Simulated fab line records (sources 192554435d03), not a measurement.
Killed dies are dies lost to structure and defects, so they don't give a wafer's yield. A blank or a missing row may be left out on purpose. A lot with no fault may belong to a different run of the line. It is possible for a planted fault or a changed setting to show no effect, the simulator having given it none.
fab line records	flow n5Finfet
record: lots: 5	wafers: 15	lastDay: 16
route steps=1938 shown ZERO_LAYER@2 WELL_APT@20 BEOL_M4@1111 PASSIVATION@1936
lots that met no fault: from a run of the same line without faults
startH: hours from the record's opening day to when the first of the lot's shown wafers began	waitH: hours from the lot's prior step to this one	" identical to the entry in the row above	L1.1+2: a single row standing in for several wafers	- no value, or no start was given	* or withheld: withheld	< > ~ a bound
route shown NAME@n: a module of which the file shows steps, and the number in the route of the first	usual: mean/standard deviation taken from wafers without a fault	same: alike in all rows	chamber/n: place in a boat	sites: readings site by site	_std_site: standard deviation of those values	_edge_site: outer sites' mean less inner sites'	radiusMm: how far each site lies from the wafer's centre	mask NAME#n: copy n	behind: the tool/chamber that last shaped the wafer	hold: reason for holding the lot/hours on hold/outcome of the hold	device: which transistor (n, p or np) failed to switch	end of line: tests run on the same wafers once the route is complete	a step without rows: its recipe alone	killed: the dies lost at the first sort to structure and to defects; this is not the yield of the wafer	map: a wafer's dies, marking killed ones x, the rest . and places with no die _
set.NAME: the run value of the setting; set.NAME@STEP: its run value at that earlier step	model.NAME: the simulator's own value behind a step, which no gauge read
lots at selected steps of the route; one table per step, one row per wafer
services: when a tool's chamber went out of use (startH, in hours from the record's first day, below 0 if earlier), for how many hours, and the reason
== steps ==
step: N5_ZERO_LAYER_PRECLEAN_00
recipe: chemistry: SPM	timeS: 600	tempC: 120	mix: 4:1
step: N5_ZERO_LAYER_SRD_01
recipe: timeS: 30	tempC: 23	rinseLiquid: diw	dry: n2Spin	spinRpm: 1500	dryTimeS: 30
step: N5_ZERO_LAYER_PECVD_02
recipe: material: SiO2	targetThkA: 100	tempC: 400	precursor: SiH4/N2O	pressureTorr: 0.75	rfW: 275	timeS: 6
usual: heaterPowerW: 780/110	showerheadPlenumPTorr: 8.17/0.094	susceptorTempC: 399.97/0.21
lot.wafer	tool	chamber	startH	waitH	heaterPowerW	showerheadPlenumPTorr	susceptorTempC
L291.3	pecvd-04	2	12.28	0.0	675	8.21	399.79
L291.5	"	2	"	"	690	8.20	399.88
L291.6	"	0	"	"	575	8.20	399.98
L303.2	pecvd-04	2	84.28	0.0	683	8.24	399.48
L303.5	"	1	"	"	834	8.32	400.36
L303.6	"	2	"	"	683	8.19	399.61
L305.1	pecvd-04	0	96.28	0.0	598	8.20	400.04
L305.2	"	2	"	"	680	8.21	399.82
L305.4	"	1	"	"	872	8.31	400.05
L306.2	pecvd-01	2	102.29	0.0	817	8.10	400.41
L306.5	"	1	"	"	911	8.09	400.09
L306.6	"	2	"	"	811	8.10	399.90
L307.2	pecvd-04	0	108.28	0.0	554	8.23	399.90
L307.3	"	2	"	"	708	8.21	400.15
L307.5	"	2	"	"	718	8.24	400.03
step: N5_ZERO_LAYER_HMDS_04
recipe: timeS: 60	tempC: 120
step: N5_ZERO_LAYER_COAT_05
recipe: spinRpm: 1500	resistThkNm: 1000
step: N5_ZERO_LAYER_EBR_07
recipe: solvent: PGMEA	ebrWidthMm: 1.5
step: N5_ZERO_LAYER_SOFTBAKE_06
recipe: tempC: 100	timeS: 90
step: N5_ZERO_LAYER_EXPOSE_08
recipe: maskId: ZERO	na: 0.55	sourceShape: conventional	sigmaOuter: 0.8	polarization: unpolarized	defocusNm: 0	targetCdNm: 2000	doseMj: 16.2
step: N5_ZERO_LAYER_PEB_09
recipe: pebTempC: withheld	pebTimeS: *
step: N5_ZERO_LAYER_DEVELOP_10
recipe: developTimeS: 60	rinseLiquid: diw	dry: airSpin	devTempC: 21
step: N5_ZERO_LAYER_HARDBAKE_23
recipe: tempC: 130	timeS: 120
step: N5_ZERO_LAYER_DESCUM_16
recipe: chemistry: O2	timeS: 7.9	sourcePowerW: 50	biasPowerW: 20	pressureMtorr: 20	rfFrequencyHz: 2.712e+07	tempC: 40	o2FlowSccm: 225
step: N5_ZERO_LAYER_ETCH_17
recipe: chemistry: CF4	target: SiO2	targetDepthA: 120	timeS: 13.3	ionEnergyEv: 350	pressureMtorr: 40	sourceW: 450	biasW: 215	Ar_flow_sccm: 100	cf4FlowSccm: 100
step: N5_ZERO_LAYER_ETCH_18
recipe: chemistry: HBr/Cl2	target: Si	targetDepthA: 1200	timeS: 40	pressureMtorr: 10	icpW: 800	biasW: 75	HBr_flow_sccm: 150	Cl2_flow_sccm: 80
step: N5_ZERO_LAYER_STRIP_24
recipe: chemistry: O2	powerW: 1000	tempC: 250	overashFraction: 0.3	pressureMtorr: 1000	o2FlowSccm: 6750
step: N5_ZERO_LAYER_STRIP_19
recipe: chemistry: SPM	timeS: 900	tempC: 130	h2so4H2o2VolRatio: 4	dry: ipaMarangoni
step: N5_ZERO_LAYER_INSPECT_20
recipe: inspectInstrument: darkfield	mode: postClean
usual: rawDefectCount: 39/16
lot.wafer	tool	chamber	startH	waitH	rawDefectCount
L291.3	defectInspect-01	-	13.55	0.0	38
L291.5	"	-	"	"	22
L291.6	"	-	"	"	41
L303.2	defectInspect-01	-	85.25	0.0	527
L303.5	"	-	"	"	28
L303.6	"	-	"	"	590
L305.1	defectInspect-01	-	98.02	0.0	39
L305.2	"	-	"	"	510
L305.4	"	-	"	"	35
L306.2	defectInspect-02	-	103.26	0.0	28
L306.5	"	-	"	"	35
L306.6	"	-	"	"	44
L307.2	defectInspect-01	-	109.25	0.0	28
L307.3	"	-	"	"	527
L307.5	"	-	"	"	528
step: N5_WELL_APT_HMDS_01
recipe: timeS: 60	tempC: 120
step: N5_WELL_APT_COAT_02
recipe: spinRpm: 1357	resistThkNm: 950
step: N5_WELL_APT_EBR_04
recipe: solvent: PGMEA	ebrWidthMm: 1.5
step: N5_WELL_APT_SOFTBAKE_03
recipe: tempC: 130	timeS: 60
step: N5_WELL_APT_EXPOSE_05
recipe: maskId: NWELL	na: 0.8	sourceShape: conventional	sigmaOuter: 0.8	polarization: unpolarized	defocusNm: 0	targetCdNm: 200	doseMj: 20.3
step: N5_WELL_APT_PEB_06
recipe: pebTempC: 130	pebTimeS: 90
step: N5_WELL_APT_DEVELOP_07
recipe: developTimeS: 45	rinseLiquid: surfactantRinse	dry: airSpin	devTempC: 21
step: N5_WELL_APT_HARDBAKE_12
recipe: tempC: 130	timeS: 120
step: N5_WELL_APT_INSPECT_10
recipe: mode: adi	inspectInstrument: macro
usual: rawDefectCount: 1.9/1.4
lot.wafer	tool	chamber	startH	waitH	rawDefectCount
L291.3	defectInspect-01	-	13.91	0.0	5
L291.5	"	-	"	"	1
L291.6	"	-	"	"	3
L303.2	defectInspect-02	-	85.61	0.0	>300
L303.5	"	-	"	"	3
L303.6	"	-	"	"	>300
L305.1	defectInspect-02	-	98.51	0.0	9
L305.2	"	-	"	"	>300
L305.4	"	-	"	"	4
L306.2	defectInspect-01	-	103.74	0.0	4
L306.5	"	-	"	"	2
L306.6	"	-	"	"	2
L307.2	defectInspect-01	-	109.73	0.0	3
L307.3	"	-	"	"	>300
L307.5	"	-	"	"	>300
step: N5_WELL_APT_DESCUM_13
recipe: chemistry: O2	timeS: 7.9	sourcePowerW: 50	biasPowerW: 20	pressureMtorr: 20	rfFrequencyHz: 2.712e+07	tempC: 40	o2FlowSccm: 225
step: N5_WELL_APT_IMPLANT_14
recipe: species: P	energyKev: 160	doseCm2: 1.5e+13	tiltDeg: 0	rotationDeg: 0
step: N5_WELL_APT_IMPLANT_15
recipe: species: As	energyKev: 25	doseCm2: 1.5e+13	tiltDeg: 0	rotationDeg: 0
step: N5_WELL_APT_INSPECT_38
recipe: inspectInstrument: darkfield	mode: postEpi
usual: rawDefectCount: 12/4.5
lot.wafer	tool	chamber	startH	waitH	rawDefectCount
L291.3	defectInspect-01	-	18.76	0.3	25
L291.5	"	-	"	"	7
L291.6	"	-	"	"	9
L303.2	defectInspect-01	-	88.81	0.5	498
L303.5	"	-	"	"	15
L303.6	"	-	"	"	532
L305.1	defectInspect-02	-	101.62	0.7	12
L305.2	"	-	"	"	470
L305.4	"	-	"	"	11
L306.2	defectInspect-02	-	107.11	0.4	10
L306.5	"	-	"	"	12
L306.6	"	-	"	"	14
L307.2	defectInspect-02	-	113.40	0.6	4
L307.3	"	-	"	"	503
L307.5	"	-	"	"	507
step: N5_BEOL_M4_RC_MEAS_101
usual: DIBL_N: 35.9/1.9	DIBL_P: 35.8/2.4	IOFF_N: 0.15/0.031	IOFF_P: 0.21/0.037	ION_N: 672/13	ION_P: 462/8.3	SS_N: 71.5/0.72	SS_P: 73.2/0.67	VT_N: 250/3.4	VT_P: -250/3.4
lot.wafer	tool	chamber	startH	waitH	DIBL_N[mV/V]	DIBL_P[mV/V]	IOFF_N[nA/um]	IOFF_P[nA/um]	ION_N[uA/um]	ION_P[uA/um]	SS_N[mV/dec]	SS_P[mV/dec]	VT_N[mV]	VT_P[mV]
L291.3	prober-02	0	167.26	0.3	36.2	35.7	0.14	0.19	676	466	70.9	72.5	249	-250
L291.5	"	0	"	"	37.8	36.8	0.14	0.21	658	457	71.5	73.6	252	-251
L291.6	"	0	"	"	38.5	38.9	0.17	0.23	683	467	71.6	74.1	249	-250
L303.2	prober-01	0	253.21	0.2	36.7	37.0	0.17	0.26	680	473	72.0	73.4	249	-245
L303.5	"	0	"	"	36.3	35.2	0.16	0.22	688	470	72.1	72.8	248	-249
L303.6	"	0	"	"	34.6	34.0	0.13	0.21	669	465	70.4	73.2	251	-246
L306.2	prober-01	0	256.32	0.2	36.8	38.0	0.19	0.25	689	482	71.8	73.1	247	-244
L306.5	"	0	"	"	37.3	39.0	0.20	0.25	692	471	71.9	74.5	244	-247
L306.6	"	0	"	"	37.6	39.7	0.21	0.28	685	469	72.6	73.5	245	-243
L305.1	prober-01	0	261.27	0.0	34.7	34.6	0.13	0.17	683	461	71.6	72.8	251	-254
L305.2	"	0	"	"	35.5	34.5	0.13	0.17	672	453	71.2	72.5	253	-254
L305.4	"	0	"	"	35.3	35.2	0.12	0.18	668	458	71.0	73.2	254	-255
L307.2	prober-01	0	264.47	0.2	34.8	33.7	0.13	0.17	664	455	71.0	73.2	253	-254
L307.3	"	0	"	"	35.0	35.1	0.13	0.19	668	458	70.9	73.4	250	-251
L307.5	"	0	"	"	35.1	35.4	0.15	0.19	676	463	70.8	73.2	250	-251
step: N5_PASSIVATION_PROBE_49
usual: defectLimitedYield: 91.6/1.2	killed_at_M0_to_M3: 33/9.4	killed_at_M4_up: 13/5.2	killedAtContacts: 13/5.6	killedAtFrontEnd: 37/9.5	killedAtOther: 4/3.1	killedDies: 99/15	killedOpen: 65/11	killedShort: 32/7.5	sort_bin_5_function: 4.9/0.77	sort_bin_6_memory: 3.1/0.65	sortNPass: 1081/15	sortYieldPct: 91.6/1.2
same: grossDies: 1180	killedAtBackSide: 0	sort_bin_4_leakage[%]: 0	sort_bin_8_speed[%]: 0
lot.wafer	tool	chamber	startH	waitH	defectLimitedYield[%]	killed_at_M0_to_M3	killed_at_M4_up	killedAtContacts	killedAtFrontEnd	killedAtOther	killedDies	killedOpen	killedShort	sort_bin_5_function[%]	sort_bin_6_memory[%]	sortNPass	sortYieldPct[%]
L306.2	prober-01	-	360.15	0.1	92.0	38	9	8	35	4	94	70	24	4.4	3.2	1086	92.0
L306.5	prober-01	-	360.30	0.2	89.6	34	12	14	54	9	123	67	56	6.5	3.6	1057	89.6
L306.6	prober-01	-	360.35	0.3	91.0	38	8	11	40	9	106	70	36	4.7	3.8	1074	91.0
L303.2	prober-01	-	368.25	0.1	81.0	39	12	9	159	5	224	78	40	11.6	5.0	956	81.0
L303.5	prober-01	-	368.40	0.2	92.8	32	6	16	29	2	85	59	25	4.2	2.7	1095	92.8
L303.6	prober-01	-	368.45	0.3	78.7	50	18	19	163	1	251	98	29	13.5	5.4	929	78.7
L305.2	prober-02	-	374.41	0.1	82.0	27	14	15	155	1	212	65	27	11.4	4.3	968	82.0
L307.3	prober-01	-	374.88	0.1	80.5	39	15	23	153	0	230	78	31	12.2	5.3	950	80.5
L307.5	prober-01	-	374.98	0.2	82.0	35	17	15	141	4	212	66	33	11.1	4.8	968	82.0
killed by level:class
L306.2 BEOL_M3:geometricParticle:open=10 MOL_CONTACT_COAG:geometricParticle:open=8 BEOL_M0:geometricParticle:open=8 FIN_SAQP:geometricParticle:short=7 FIN_SAQP:geometricParticle:open=6 BEOL_M2:geometricParticle:open=6 STI_FIN_REVEAL:geometricParticle:open=5 BEOL_M0_SAQP:geometricParticle:open=5
L306.5 FIN_SAQP:geometricParticle:short=24 MOL_CONTACT_COAG:geometricParticle:open=10 STI_FIN_REVEAL:geometricParticle:open=8 BEOL_M4:geometricParticle:open=7 FIN_SAQP:geometricParticle:open=6 BEOL_M0_SAQP:geometricParticle:open=5 BEOL_M0_SAQP:geometricParticle:short=5 BEOL_M2:geometricParticle:open=5
L306.6 BEOL_M3:geometricParticle:open=15 FIN_SAQP:geometricParticle:short=14 MOL_CONTACT_COAG:geometricParticle:open=7 STI_FIN_REVEAL:geometricParticle:open=5 BEOL_M0_SAQP:geometricParticle:open=5 BEOL_M2:geometricParticle:open=5 PASS1_CAP:geometricParticle:open=5 FIN_SAQP:geometricParticle:open=4
L303.2 ZERO_LAYER:unspecified=106 STI_FIN_REVEAL:geometricParticle:open=15 BEOL_M0_SAQP:geometricParticle:open=15 FIN_SAQP:geometricParticle:short=10 BEOL_M0_SAQP:geometricParticle:short=8 FIN_SAQP:geometricParticle:open=7 MOL_CONTACT_COAG:geometricParticle:open=7 BEOL_M4:geometricParticle:open=6
L303.5 STI_FIN_REVEAL:geometricParticle:open=15 MOL_CONTACT_COAG:geometricParticle:open=14 BEOL_M0_SAQP:geometricParticle:short=10 BEOL_M2:geometricParticle:open=8 BEOL_M0_SAQP:geometricParticle:open=7 FIN_SAQP:geometricParticle:short=4 BEOL_M1:geometricParticle:open=4 STI_FIN_REVEAL:geometricParticle:short=2
L303.6 ZERO_LAYER:unspecified=124 BEOL_M0_SAQP:geometricParticle:open=16 MOL_CONTACT_COAG:geometricParticle:open=15 STI_FIN_REVEAL:geometricParticle:open=14 FIN_SAQP:geometricParticle:open=10 BEOL_M2:geometricParticle:open=10 BEOL_M0_SAQP:geometricParticle:short=10 STARTING-WAFER:geometricParticle:open=6
L305.2 ZERO_LAYER:unspecified=119 STI_FIN_REVEAL:geometricParticle:open=11 MOL_CONTACT_COAG:geometricParticle:open=11 BEOL_M3:geometricParticle:open=9 BEOL_M4:geometricParticle:open=9 GATE_CUT:geometricParticle:short=5 BEOL_M0_SAQP:geometricParticle:open=5 FIN_SAQP:geometricParticle:open=4
L307.3 ZERO_LAYER:unspecified=120 MOL_CONTACT_COAG:geometricParticle:open=18 BEOL_M0_SAQP:geometricParticle:open=7 BEOL_M3:geometricParticle:open=7 FIN_SAQP:geometricParticle:open=6 BEOL_M0_SAQP:geometricParticle:short=6 BEOL_M2:geometricParticle:open=6 FIN_SAQP:geometricParticle:short=5
L307.5 ZERO_LAYER:unspecified=112 MOL_CONTACT_COAG:geometricParticle:open=14 BEOL_M4:geometricParticle:open=11 BEOL_M0_SAQP:geometricParticle:short=9 STI_FIN_REVEAL:geometricParticle:open=7 DUMMY_GATE:geometricParticle:open=6 BEOL_M0_SAQP:geometricParticle:open=6 BEOL_M1:geometricParticle:open=6
map L303.6 (x killed, . not)
_________________.....x......________________
______________.........x.x.x...._____________
___________....xx..x....x..........__________
__________.......x..........xx......_________
________.................x....x......._______
_______...x.....x....x..........x......______
______.x...x...................x........_____
_____.xx.x...................x...x..x....____
____...x...x...x.xx...x....x......x....x..___
___.x...................x....x.............__
___......x..........x............x.........__
__......x.....x.......x.............xx......_
__x.....x......................xx......xx..._
_........xx....x.............................
_............x.........x..x..........x..x....
_..x....x.....x............xx.x.x...xxx...x..
_...................x.x......x..xxxx.xxxx....
_.x....x..................x...xxxxxx.xxxxxx..
_......xx...xx.............xxxxxxxxxxxxx.x...
_................x......x....x.xxxxxxxxxxx...
_..x....x............x.....xxxxxxxxxxxxxx.x..
__....x.....................xx.xxxxxxxxxx.x._
__............xx..x.......x.xxxxxxxxxxxxx..._
___x......x.x..xx...........xxxxxxxxxxxxx..__
___.x.......x.................xxxxxxxxxxx.x__
____..x........................xxxxxx.x.xx___
_____.x..x....x.xx...............xxxx....____
______....xx....x.x.........x..x.x....x._____
_______...x........x.................xx______
________.........x...................._______
__________......x..........x........_________
___________...x.................x..__________
______________.......x..x..x...._____________
_________________......xx....________________
map L305.2 (x killed, . not)
_________________..x........x________________
______________............x....._____________
___________.......................x__________
__________.........................._________
________................xx............_______
_______........x.xx..........x.........______
______.....x............................_____
_____..x.................................____
____.................x..x.....xx....x.....___
___.....................................x..__
___........x.........................x.....__
__.........................................._
__...................................x......_
_.........................x...x...x...x......
_.......xx.....................x....x........
_x.x.........x......x...x.......x...x........
_.........x.........x........x.x.x.x.xx......
_x...x..............x..........xxxxxxxxxx.x..
_....x...x...........x....x.xxx.xxxxxxxxx....
_.xx......x.x...x..........xxxxxxxxxxxx.xxxx.
_............x...x..........xxxxxxxxxxxxxx...
__x..............x.....x.....xxxxxxxxxxx.x.._
__.......xx..x.............x.xxxxxxxxxxxx..._
___......x...........x.x..xxx.xxxxxxxxxx..x__
___x..xx.............x.......x.xxxxx..xxxx.__
____...................x.......xxxx.xx.x..___
_____....x...........x..........xxxx..x.x____
______........x..x.......x...........xx._____
_______x....x.......................x..______
________x...........x................._______
__________...x.....x................_________
___________....xxx...x..x..........__________
______________.......xx....x...._____________
_________________...x.xx.....________________
== services ==
tool	chamber	startH	hours	kind
pecvd-01	2	42.19	-	calibration
pecvd-01	2	97.93	2.1	scheduledDown
== key ==
firstSign: step: N5_ZERO_LAYER_INSPECT_20	reading: rawDefectCount	direction: up	sigmas: 31	usual: 39	struck: 536
effect: step: N5_WELL_APT_INSPECT_10	reading: rawDefectCount	direction: up	sigmas: 99+	usual: 1.9	struck: >300
effect: step: N5_WELL_APT_INSPECT_38	reading: rawDefectCount	direction: up	sigmas: 99+	usual: 12	struck: 502
effect: step: N5_PASSIVATION_PROBE_49	reading: killedAtFrontEnd	direction: up	sigmas: 12	usual: 37	struck: 154
moreKillsBornAt: N5_ZERO_LAYER_PECVD_02@pecvd-04: 581
metAt N5_ZERO_LAYER_PECVD_02
struckWafers L303.2,L303.6,L305.2,L307.3,L307.5
onsetBetween 12.28 84.28
fault: kind: chamberParticleSource	tool: pecvd-04	chamber: 2	onsetH: 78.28	steps: N5_ZERO_LAYER_PECVD_02	ratePerVisitCm2: 0.74867	endH: 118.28
